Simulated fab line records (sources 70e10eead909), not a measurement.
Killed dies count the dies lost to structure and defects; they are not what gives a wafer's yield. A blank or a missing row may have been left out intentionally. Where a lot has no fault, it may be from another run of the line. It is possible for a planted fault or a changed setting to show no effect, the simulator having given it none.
fab line records	flow nand-harc
record: lots: 13	wafers: 39	last-day: 34
route steps=1302 shown A_STAIRCASE@844 A_SGD_CUT@902
lots that met no fault: taken from a fault-free run of the same line
start-h: start of the lot's first displayed wafer, in hours after the record's first day	wait-h: how many hours have passed since the lot's step before this one	" identical to the entry in the row above	L1.1+2: several wafers, shown together as one row	- no value, or no start given	* or withheld: withheld	< > ~ a bound
route shown NAME@n: a module of which the file shows steps, and the number in the route of the first	usual: mean and standard deviation over wafers with no fault	same: alike in all rows	chamber/n: place in a boat	sites: the reading at each site	_std_site: the standard deviation of these	_edge_site: the outer-site mean with the inner-site mean subtracted	radius-mm: how far each site lies from the wafer's centre	mask NAME#n: copy n	behind: the tool/chamber that last shaped the wafer	hold: cause of the lot's hold/its duration in hours/its outcome	device: which transistor (n, p or np) failed to switch	end of line: the tests these same wafers got at the end of their route	step lacking rows: just its recipe	killed: not the wafer's yield, but the dies lost to structure and defects at the first sort	map: dies across one wafer; x = killed, . = not, _ = none there
set.NAME: the setting as run; set.NAME@STEP: as run at that earlier step	model.NAME: the simulator's own value behind a step, which no gauge read
steps of the route over a sample of lots; a table a step, a row a wafer
services: the hour from which a tool's chamber was out of use, counted from the record's first day as start-h (under 0 if before that day), plus the number of hours and why
== steps ==
step: NHARC_A_STAIRCASE_DEP_417
recipe: target-thk-a: 600	step-coverage-pct: 20	temp-c: 400	target-thk-nm: 60	flow-sccm: 200	rf-w: 450	material: Si3N4
usual: heater-power-w: 763/100
lot.wafer	tool	chamber	start-h	wait-h	heater-power-w
L539.3	pecvd-01	2	384.06	-	616
L539.5	"	1	"	"	740
L539.6	"	0	"	"	931
L540.2	pecvd-04	0	409.80	-	809
L540.4	"	0	"	"	828
L540.5	"	2	"	"	763
L541.1	pecvd-01	1	411.15	-	658
L541.3	"	2	"	"	561
L541.4	"	2	"	"	570
L543.3	pecvd-04	2	436.54	-	860
L543.2	"	1	"	"	797
L543.4	"	0	"	"	684
L544.3	pecvd-01	1	439.79	-	629
L544.1	"	2	"	"	564
L544.4	"	0	"	"	921
L545.2	pecvd-02	0	440.19	-	928
L545.3	"	1	"	"	722
L545.4	"	0	"	"	926
L550.1	pecvd-04	0	504.86	-	672
L550.5	"	1	"	"	911
L550.4	"	2	"	"	759
L553.1	pecvd-02	0	529.64	-	814
L553.5	"	1	"	"	701
L553.6	"	2	"	"	701
L555.2	pecvd-04	2	554.11	-	895
L555.5	"	2	"	"	878
L555.6	"	0	"	"	772
L556.2	pecvd-04	1	565.27	-	817
L556.3	"	0	"	"	783
L556.5	"	2	"	"	825
L558.2	pecvd-01	0	582.42	-	848
L558.4	"	0	"	"	830
L558.5	"	2	"	"	682
L560.3	pecvd-01	0	604.57	-	892
L560.6	"	0	"	"	917
L560.4	"	1	"	"	601
L562.1	pecvd-02	0	642.53	-	923
L562.5	"	0	"	"	952
L562.4	"	1	"	"	711
step: NHARC_A_SGD_CUT_OVL_MEAS_10
usual: overlay-x-nm: -0.1/0.87	overlay-y-nm: 0.0/1.1
lot.wafer	tool	chamber	start-h	wait-h	overlay-x-nm	overlay-y-nm
L539.3	overlay-01	-	433.77	-	-1.4	-1.2
L539.5	"	-	"	"	-1.1	-0.7
L539.6	"	-	"	"	-1.6	-1.0
L540.2	overlay-01	-	453.04	-	0.0	2.0
L540.4	"	-	"	"	-0.3	1.7
L540.5	"	-	"	"	0.0	1.4
L541.1	overlay-02	-	453.40	-	0.0	-1.1
L541.3	"	-	"	"	-0.4	-1.2
L541.4	"	-	"	"	-0.3	-0.8
L545.2	overlay-02	-	481.15	-	0.1	0.8
L545.3	"	-	"	"	-0.1	0.7
L545.4	"	-	"	"	0.1	0.6
L543.2	overlay-02	-	481.43	-	0.5	0.5
L543.3	"	-	"	"	1.3	0.5
L543.4	"	-	"	"	0.4	0.9
L544.1	overlay-02	-	484.26	-	-0.2	-1.0
L544.3	"	-	"	"	-0.7	-1.5
L544.4	"	-	"	"	-0.4	-1.2
L550.1	overlay-02	-	553.58	-	-0.3	0.2
L550.4	"	-	"	"	-0.6	-0.1
L550.5	"	-	"	"	-0.3	0.4
L553.1	overlay-02	-	574.97	-	2.0	-1.0
L553.5	"	-	"	"	2.2	-0.8
L553.6	"	-	"	"	1.9	-1.3
L555.2	overlay-01	-	600.03	-	-0.3	0.1
L555.5	"	-	"	"	0.1	0.1
L555.6	"	-	"	"	0.6	0.1
L556.2	overlay-02	-	610.87	-	-0.7	0.6
L556.3	"	-	"	"	-0.3	1.7
L556.5	"	-	"	"	0.2	1.1
L558.2	overlay-02	-	627.50	-	-1.1	-1.2
L558.4	"	-	"	"	-1.5	-1.0
L558.5	"	-	"	"	-1.6	-1.1
L560.3	overlay-01	-	648.09	-	-0.1	0.2
L560.4	"	-	"	"	0.3	-0.2
L560.6	"	-	"	"	-0.3	-0.4
L562.1	overlay-01	-	688.65	-	-0.7	-0.8
L562.4	"	-	"	"	-1.3	-0.5
L562.5	"	-	"	"	-1.1	-0.5
step: NHARC_A_SGD_CUT_ETCH_58
recipe: target-depth-a: 390	over-etch-frac: 0.3	time-s: 65	ion-energy-ev: 80	cf4-flow-sccm: 150	ar-flow-sccm: 0	rf-w: 300	bias-w: 100	chemistry: CF4
usual: drypump-motor-current-A: 5.6/0.37	oes-product-au: 1.000/0.014	over-etch-frac: 0.3/0	rf-vpp-V: 151.1/1.1	showerhead-plenum-p-Torr: 1.76/0.061	throttle-valve-pct: 13.284/0.0086
lot.wafer	tool	chamber	start-h	wait-h	drypump-motor-current-A	oes-product-au	over-etch-frac	rf-hours-counter-h	rf-vpp-V	showerhead-plenum-p-Torr	throttle-valve-pct
L539.3	rie-diel-01	1	433.98	0.1	5.5	0.983	0.3	6	153.3	1.78	13.271
L539.5	"	3	"	"	5.3	1.010	0.3	-	152.9	1.86	13.280
L539.6	"	1	"	"	5.6	0.986	0.3	-	152.4	1.78	13.290
L540.2	rie-diel-11	3	453.24	0.1	5.4	1.016	0.3	0	150.5	1.72	13.278
L540.4	"	3	"	"	5.3	1.013	0.3	-	151.8	1.72	13.290
L540.5	"	1	"	"	6.1	1.004	0.3	-	150.0	1.74	13.283
L541.3	rie-diel-01	3	453.61	0.1	5.4	1.008	0.3	8	151.9	1.86	13.296
L541.1	"	1	"	"	5.5	0.989	0.3	8	151.8	1.78	13.284
L541.4	"	1	"	"	5.6	0.980	0.3	-	152.0	1.78	13.284
L545.4	rie-diel-02	3	481.33	0.1	5.8	1.011	0.3	4	150.8	1.85	13.287
L545.2	"	0	"	"	5.1	0.972	0.3	4	150.0	1.72	13.277
L545.3	"	2	"	"	5.5	1.007	0.3	3	152.0	1.84	13.285
L543.4	rie-diel-11	2	481.62	0.1	5.2	0.998	0.3	2	151.6	1.78	13.279
L543.3	"	3	"	"	5.4	1.014	0.3	2	151.3	1.72	13.298
L543.2	"	0	"	"	5.8	0.999	0.3	2	151.8	1.79	13.301
L544.1	rie-diel-11	2	484.44	0.1	5.3	0.989	0.3	3	151.6	1.78	13.286
L544.3	"	3	"	"	5.3	1.009	0.3	3	151.1	1.72	13.288
L544.4	"	1	"	"	6.1	1.018	0.3	3	151.5	1.74	13.292
L550.4	rie-diel-11	0	553.76	0.1	5.8	1.019	0.32393	5	151.8	1.79	13.287
L550.1	"	1	"	"	6.1	0.998	0.32393	6	151.7	1.74	13.288
L550.5	"	1	"	"	6.1	0.999	0.32393	-	150.9	1.74	13.264
L553.1	rie-diel-11	2	575.15	0.1	5.3	0.991	0.32393	7	152.1	1.78	13.280
L553.6	"	1	"	"	6.1	1.003	0.32393	-	149.8	1.74	13.282
L553.5	"	2	"	"	5.3	0.993	0.32393	-	151.0	1.78	13.284
L555.2	rie-diel-01	3	600.24	0.1	5.3	0.989	0.3	2	153.0	1.86	13.268
L555.6	"	2	"	"	5.2	0.997	0.3	-	150.1	1.68	13.281
L555.5	"	3	"	"	5.3	0.988	0.3	-	152.8	1.86	13.281
L556.2	rie-diel-01	3	611.06	0.1	5.3	0.999	0.3	3	151.6	1.86	13.280
L556.3	"	1	"	"	5.5	0.981	0.3	2	152.3	1.77	13.285
L556.5	"	2	"	"	5.2	1.007	0.3	-	149.6	1.68	13.280
L558.2	rie-diel-01	3	627.68	0.1	5.3	0.988	0.3	3	150.9	1.86	13.295
L558.4	"	1	"	"	5.5	0.991	0.3	3	150.8	1.77	13.268
L558.5	"	0	"	"	6.3	1.006	0.3	-	149.5	1.71	13.293
L560.3	rie-diel-01	3	648.28	0.1	5.3	0.977	0.3	5	152.4	1.86	13.286
L560.4	"	0	"	"	6.3	1.003	0.3	5	150.8	1.71	13.292
L560.6	"	2	"	"	5.3	1.008	0.3	-	149.8	1.68	13.297
L562.1	rie-diel-11	0	688.83	0.1	5.7	1.006	0.3	3	151.6	1.79	13.287
L562.4	"	1	"	"	6.1	1.014	0.3	3	151.1	1.74	13.279
L562.5	"	0	"	"	5.7	1.008	0.3	-	152.2	1.79	13.278
step: NHARC_A_SGD_CUT_ETCH_16
recipe: target-depth-a: 3105	time-s: 155.2	c4f8-flow-sccm: withheld	o2-flow-sccm: 8	ar-flow-sccm: withheld	rf-w: 600	bias-w: 800	chemistry: C4F8/O2/Ar
usual: oes-product-au: 0.972/0.017	rf-vpp-V: 723/3.6
lot.wafer	tool	chamber	start-h	wait-h	oes-product-au	rf-hours-counter-h	rf-vpp-V
L539.3	rie-diel-01	3	-	-	0.987	7	727
L539.5	"	2	"	"	0.949	-	718
L539.6	"	3	"	"	0.975	-	730
L540.2	rie-diel-11	1	-	-	0.983	1	723
L540.4	"	3	"	"	0.976	1	722
L540.5	"	0	"	"	0.979	-	724
L541.1	rie-diel-01	1	-	-	0.952	8	723
L541.3	"	2	"	"	0.936	8	720
L541.4	"	1	"	"	0.952	-	725
L545.4	rie-diel-02	1	-	-	0.944	4	718
L545.2	"	2	"	"	0.962	4	727
L545.3	"	0	"	"	0.950	4	721
L543.4	rie-diel-11	3	-	-	0.990	3	721
L543.2	"	0	"	"	0.972	2	725
L543.3	"	1	"	"	0.981	3	720
L544.3	rie-diel-11	2	-	-	0.978	3	723
L544.1	"	3	"	"	1.006	3	721
L544.4	"	0	"	"	0.983	3	725
L550.4	rie-diel-11	2	-	-	0.975	6	724
L550.1	"	3	"	"	0.985	6	720
L550.5	"	2	"	"	0.970	-	723
L553.1	rie-diel-11	3	-	-	0.995	7	721
L553.6	"	0	"	"	0.991	-	724
L553.5	"	1	"	"	0.980	-	722
L555.2	rie-diel-01	0	-	-	0.979	2	720
L555.5	"	3	"	"	0.961	-	728
L555.6	"	0	"	"	0.975	-	720
L556.2	rie-diel-01	0	-	-	0.972	3	720
L556.3	"	1	"	"	0.962	2	724
L556.5	"	0	"	"	0.962	-	720
L558.2	rie-diel-01	1	-	-	0.974	3	724
L558.4	"	3	"	"	0.959	4	729
L558.5	"	0	"	"	0.992	-	719
L560.3	rie-diel-01	0	-	-	0.993	6	718
L560.4	"	1	"	"	0.969	5	725
L560.6	"	1	"	"	0.984	-	723
L562.4	rie-diel-11	1	-	-	0.984	3	722
L562.1	"	2	"	"	0.993	3	723
L562.5	"	3	"	"	0.989	-	720
== services ==
tool	chamber	start-h	hours	kind
rie-diel-01	1	362.21	11.3	repair
rie-diel-01	0	365.42	132.0	repair
rie-diel-01	-	380.81	9.0	pm
rie-diel-11	3	400.41	6.8	repair
pecvd-04	1	419.09	3.8	repair
rie-diel-01	1	419.37	3.8	repair
rie-diel-11	-	432.57	9.0	pm
rie-diel-11	2	443.41	9.8	repair
pecvd-04	-	450.53	13.0	pm
rie-diel-11	0	468.71	3.9	repair
pecvd-01	-	492.27	13.0	pm
rie-diel-01	-	493.19	3.4	repair
pecvd-04	-	515.48	1.3	repair
rie-diel-01	-	557.81	9.0	pm
rie-diel-01	3	570.81	5.3	repair
rie-diel-01	2	592.87	5.7	repair
rie-diel-01	1	595.90	9.8	repair
rie-diel-11	-	609.57	9.0	pm
pecvd-01	2	620.33	6.5	repair
pecvd-01	1	622.92	13.7	repair
pecvd-04	1	623.38	7.6	repair
pecvd-04	-	631.59	13.0	pm
pecvd-01	2	638.57	6.4	repair
pecvd-01	-	673.27	13.0	pm
== key ==
first-sign: step: NHARC_A_SGD_CUT_ETCH_58	reading: over-etch-frac	direction: up	sigmas: 99+	usual: 0.3	struck: 0.32393
effect none on later readings
met-at NHARC_A_SGD_CUT_ETCH_58
struck-lots L550,L553
tester-left-out L550,L553
not-acting-at NHARC_A_STAIRCASE_DEP_417,NHARC_A_SGD_CUT_OVL_MEAS_10,NHARC_A_SGD_CUT_ETCH_16
onset-between 484.44 553.76
fault: kind: process-parameter-drift	tool: rie-diel-11	chamber: -	onset-h: 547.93	steps: NHARC_A_SGD_CUT_ETCH_58	channel: over-etch-frac	offset: 0.023932	shape: step	end-h: 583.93	acts-in: these-recipes-only	stated: 0.3
tester-left-out: of these lots the tester's yield and bins aren't shown, on N5 and GAA mostly nor the transistor test; their killed dies are dies lost to structure and defects alone, not to doping, threshold or leakage, so they don't give the yield
